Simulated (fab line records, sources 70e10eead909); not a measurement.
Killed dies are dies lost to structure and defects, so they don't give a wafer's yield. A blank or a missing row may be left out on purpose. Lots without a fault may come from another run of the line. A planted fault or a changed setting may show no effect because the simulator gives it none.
Which tool did it? | flow nand_harc | 13 lots, 39 wafers sampled, at 2 steps of a route of 1302

WHAT THE GAUGES READ, wafer by wafer
NHARC_A_M1_OVL_MEAS_10: pitch 240 nm. Usual: overlay_x_nm 0.0 nm, standard deviation 0.89; overlay_y_nm 0.0 nm, standard deviation 0.7.
lot  | measured     | on         | overlay_x_nm (nm) | overlay_y_nm (nm) | flag
L847 | day 23 05:10 | overlay-02 | 0.8 0.5 0.3       | 0.2 -0.1 0.2      |
L848 | day 23 15:54 | overlay-02 | 1.1 1.3 1.4       | -1.7 -2.0 -1.5    |
L850 | day 24 00:34 | overlay-02 | -0.3 -0.2 -0.1    | 0.3 -0.2 0.6      |
L849 | day 24 05:56 | overlay-01 | 0.3 0.2 -0.3      | 0.5 0.4 1.2       |
L852 | day 24 11:25 | overlay-01 | -0.1 0.5 -0.6     | 1.1 1.1 0.1       |
L851 | day 24 14:02 | overlay-01 | 0.2 0.0 -0.2      | -1.2 -0.3 -1.1    |
L853 | day 25 04:18 | overlay-01 | -0.6 -0.4 -0.1    | 0.7 -0.2 0.1      |
L854 | day 26 11:43 | overlay-01 | 1.6 1.8 1.9       | 0.2 0.5 -0.2      |
L861 | day 29 01:45 | overlay-01 | -0.6 0.1 0.3      | -0.3 0.1 -0.3     |
L864 | day 29 07:54 | overlay-01 | -0.5 -0.1 -1.0    | -0.3 -0.5 -0.6    |
L866 | day 30 12:39 | overlay-02 | 0.5 0.9 1.2       | 1.1 1.0 0.7       |
L869 | day 32 01:52 | overlay-02 | 0.3 0.3 0.6       | 0.2 0.0 0.5       |
L870 | day 32 03:05 | overlay-02 | -0.7 -1.2 -0.6    | 1.1 0.7 0.9       |

WHICH TOOL RAN EACH LOT (tool, then ch and the chambers of the sampled wafers, then the start)
lot  | NHARC_A_M0_DEP_32
L847 | pecvd-03 ch 1,2, day 23 03:55
L848 | pecvd-03 ch 1,2, day 23 14:42
L850 | pecvd-04 ch 0,1, day 23 23:14
L849 | pecvd-04 ch 1,2, day 24 04:47
L852 | pecvd-01 ch 0,1, day 24 10:05
L851 | pecvd-04 ch 0,1, day 24 12:49
L853 | pecvd-03 ch 0,1, day 25 03:10
L854 | pecvd-03 ch 0,1, day 26 10:23
L861 | pecvd-03 ch 0,1, day 29 00:25
L864 | pecvd-04 ch 0,1,2, day 29 06:44
L866 | pecvd-01 ch 0,1,2, day 30 11:26
L869 | pecvd-04 ch 0,1,2, day 32 00:45
L870 | pecvd-04 ch 0,1,2, day 32 01:52
- NHARC_A_M0_DEP_32: deposits SiCN, target thk 30 nm.

WHAT THE TOOLS THEMSELVES READ (means of the sampled wafers that have a number; where no wafer has one, the mark that the record gives instead)
NHARC_A_M0_DEP_32. Usual: heater_power_outer_w 321 W, standard deviation 69; heater_power_w 569 W, standard deviation 110; susceptor_temp_C 370.02 C, standard deviation 0.22.
lot  | tool     | heater_power_outer_w (W) | heater_power_w (W) | susceptor_temp_C (C) | flag
L847 | pecvd-03 | 332                      | 566                | 370.23               |
L848 | pecvd-03 | 303                      | 534                | 369.94               |
L850 | pecvd-04 | 316                      | 580                | 370.10               |
L849 | pecvd-04 | 284                      | 531                | 370.15               |
L852 | pecvd-01 | 335                      | 543                | 369.73               |
L851 | pecvd-04 | 308                      | 560                | 369.84               |
L853 | pecvd-03 | 398                      | 689                | 370.25               |
L854 | pecvd-03 | 397                      | 695                | 369.90               |
L861 | pecvd-03 | 400                      | 702                | 369.98               |
L864 | pecvd-04 | 297                      | 549                | 369.88               |
L866 | pecvd-01 | 335                      | 570                | 370.11               |
L869 | pecvd-04 | 294                      | 553                | 370.00               |
L870 | pecvd-04 | 256                      | 497                | 369.98               |

THE ANSWER, worked out from the rows above alone
Rule: a lot is off if the mean of its wafers that have a number lies more than 3 standard deviations from the usual mean. A lot without any number at a reading at which 4 lots or more have one is off too. The other lots that the step has rows for count as sound. The gauges are gone through in route order, then the tools' own readings, and for those a lot's mean is taken as printed above. The first step at which some lot is off is used, and at that step the reading that is off furthest; a lot without a number counts as furthest.
No lot is off at any reading shown: from this, nothing can be told.

WHAT THE SIMULATOR HAD PUT IN
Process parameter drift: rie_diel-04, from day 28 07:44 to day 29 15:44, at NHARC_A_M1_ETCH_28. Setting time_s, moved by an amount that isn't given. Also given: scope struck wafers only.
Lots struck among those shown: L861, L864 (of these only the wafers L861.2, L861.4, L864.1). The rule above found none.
